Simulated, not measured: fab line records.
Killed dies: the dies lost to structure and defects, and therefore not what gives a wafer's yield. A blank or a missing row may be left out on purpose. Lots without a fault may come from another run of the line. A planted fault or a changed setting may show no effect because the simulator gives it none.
Matching of chambers / flow nandHarc / NHARC_A_CONTACT_ETCH_75 on rieDiel-13 has 4 sister chambers
The step etches the open film in CF4, target depth 39 nm, time 65 s. 4 wafers are shown with their chamber, then 12 later ones without.

## WAFERS, EACH WITH ITS CHAMBER
wafer=L090.3; chamber=1; drypumpMotorCurrentA (A)=6.2
wafer=L093.1; chamber=3; drypumpMotorCurrentA (A)=5.5
wafer=L093.4; chamber=0; drypumpMotorCurrentA (A)=5.0
wafer=L093.5; chamber=2; drypumpMotorCurrentA (A)=6.5

## WAFERS MISSING THEIR CHAMBER
wafer=L092.2; drypumpMotorCurrentA (A)=6.2
wafer=L092.3; drypumpMotorCurrentA (A)=5.5
wafer=L092.5; drypumpMotorCurrentA (A)=5.0
wafer=L094.1; drypumpMotorCurrentA (A)=6.2
wafer=L094.3; drypumpMotorCurrentA (A)=5.5
wafer=L094.5; drypumpMotorCurrentA (A)=5.5
wafer=L095.2; drypumpMotorCurrentA (A)=5.0
wafer=L095.4; drypumpMotorCurrentA (A)=6.2
wafer=L095.5; drypumpMotorCurrentA (A)=5.0
wafer=L097.2; drypumpMotorCurrentA (A)=6.4
wafer=L097.3; drypumpMotorCurrentA (A)=5.5
wafer=L097.6; drypumpMotorCurrentA (A)=5.0

## THE CHAMBER EACH PASSED THROUGH
wafer=L092.2; from the rows above=1; in truth=1
wafer=L092.3; from the rows above=3; in truth=3
wafer=L092.5; from the rows above=0; in truth=0
wafer=L094.1; from the rows above=1; in truth=1
wafer=L094.3; from the rows above=3; in truth=3
wafer=L094.5; from the rows above=3; in truth=3
wafer=L095.2; from the rows above=0; in truth=0
wafer=L095.4; from the rows above=1; in truth=1
wafer=L095.5; from the rows above=0; in truth=0
wafer=L097.2; from the rows above=2; in truth=2
wafer=L097.3; from the rows above=3; in truth=3
wafer=L097.6; from the rows above=0; in truth=0
Placed correctly: 12 of 12. Not placeable from these rows: 0. Placed wrongly: 0.
How it was worked out, from the rows above alone: a wafer's distance from a chamber is the root of the sum, over the readings, of the square of ((its reading less the chamber's mean) divided by the reading's scatter). If the next closest chamber is less than 2 further off than the closest, the wafer can't be placed; otherwise it belongs to the closest. Each chamber's mean is taken over the wafers shown for it. The scatter: with one shown wafer a chamber, the root of the mean of the squares of how far each hidden wafer lies from its nearest shown one.
